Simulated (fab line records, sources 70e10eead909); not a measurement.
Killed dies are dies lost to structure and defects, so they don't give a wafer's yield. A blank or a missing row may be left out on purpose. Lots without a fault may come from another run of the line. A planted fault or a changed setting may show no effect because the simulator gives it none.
A struck lot beside a sound one | flow nand_harc | 14 steps out of a route of 1302
Sound: wafers L680.1, L680.3, L680.5. Struck: wafers L688.2, L688.3, L688.6. The cause comes at the end.
At each step with rows: each side's tool, then ch and its chambers, then its first start. Under that, the readings that differ: sound wafers | struck wafers | difference of the means | sigmas: that difference in standard deviations of wafers without a fault.
alike: readings whose means differ by less than 2 such deviations, and words and numbers that are the same on both sides. not compared: withheld readings, readings that some wafer has no value for, bounds like >300 that may hide the same value, and numbers for which the record gives no deviation and whose values overlap.
The two part at a step that has a row with sigmas, a row that says differs or no value, or rows on one side only. Numbers that don't overlap but have no deviation are shown without sigmas and don't part them. A reading that every wafer of one side lacks parts them only if that side has two wafers or more.

NHARC_A_WL_FILL_STRIP_27: strips in N2/H2, time 20 s.
  sound on plasma_asher-01 ch 1, day 20 21:17; struck on plasma_asher-01 ch 0,1, day 24 07:05
  alike: drypump_motor_current_A, heater_power_w
  not compared: rf_hours_counter_h
then, 4 steps without rows for these wafers: NHARC_A_WL_FILL_STRIP_28 (strips in post etch residue remover, time 1200 s); NHARC_A_WL_FILL_PRECLEAN_06 (cleans in DIW, time 300 s); NHARC_A_WL_FILL_SRD_07; NHARC_A_WL_FILL_ANNEAL_08 (time 1800 s).
NHARC_A_WL_FILL_ALD_10: deposits SiO2, target thk 50 nm, pulse time 10 s, ald cycles 500.
  sound on ald_hk-03 ch 2,3, day 21 03:04; struck on ald_hk-02 ch 0,1,3, day 24 12:50
  alike: heater_power_w, precursor_pulse_height_rel
  not compared: since_wet_clean_h
NHARC_A_WL_FILL_ETCHBACK_16: etches the open film in C4F8/O2/Ar, target depth 120 nm, time 24 s.
  sound on rie_diel-05 ch 1,2,3; struck on rie_diel-03 ch 0,2,3
  reading               | sound             | struck            | difference | sigmas
  oes_product_au (a.u.) | 0.999 1.007 1.007 | 0.922 0.936 0.931 | -0.075     | -3
  alike: rf_vpp_V
  not compared: rf_hours_counter_h
NHARC_A_WL_FILL_STRIP_29: strips in O2, time 20 s.
  sound on rie_diel-05 ch 0,3, day 21 07:46; struck on rie_diel-03 ch 0,1,3, day 24 17:04
  alike: drypump_motor_current_A, oes_product_au, rf_vpp_V, showerhead_plenum_p_Torr, throttle_valve_pct
  not compared: rf_hours_counter_h
then, 3 steps without rows for these wafers: NHARC_A_WL_FILL_ETCHBACK_17 (etches the open film in Cl2/BCl3, target depth 4 nm, time 26.7 s); NHARC_A_WL_FILL_PRECLEAN_18 (cleans in dHF, time 30 s); NHARC_A_WL_FILL_SRD_21.
NHARC_A_WL_FILL_CVD_23: deposits poly-Si, target thk 40 nm, time 800 s.
  sound on lpcvd_poly-01 ch 0, day 21 10:31; struck on lpcvd_poly-02 ch 0, day 26 01:42
NHARC_A_WL_FILL_ETCHBACK_26: etches the open film in HBr, target depth 52 nm, time 13.3 s.
  sound on rie_si-06 ch 0,3, day 21 13:05; struck on rie_si-05 ch 1,3, day 26 04:16
  alike: drypump_motor_current_A, oes_product_au, throttle_valve_pct
  not compared: rf_hours_counter_h
-- the record jumps here: 3 days lie between the struck wafers' starts before and after (it left off in module A_WL_FILL and takes up again in module END, whose first step shown is number 1302 of the route) --
NHARC_END_SORT_01:
  the record has rows for the struck wafers here (prober-01 ch 0, day 29 11:28) and none for the sound ones

WHERE THEY PART
First at NHARC_A_WL_FILL_ETCHBACK_16; last, within this record, at NHARC_END_SORT_01.

WHY: what the simulator had put in
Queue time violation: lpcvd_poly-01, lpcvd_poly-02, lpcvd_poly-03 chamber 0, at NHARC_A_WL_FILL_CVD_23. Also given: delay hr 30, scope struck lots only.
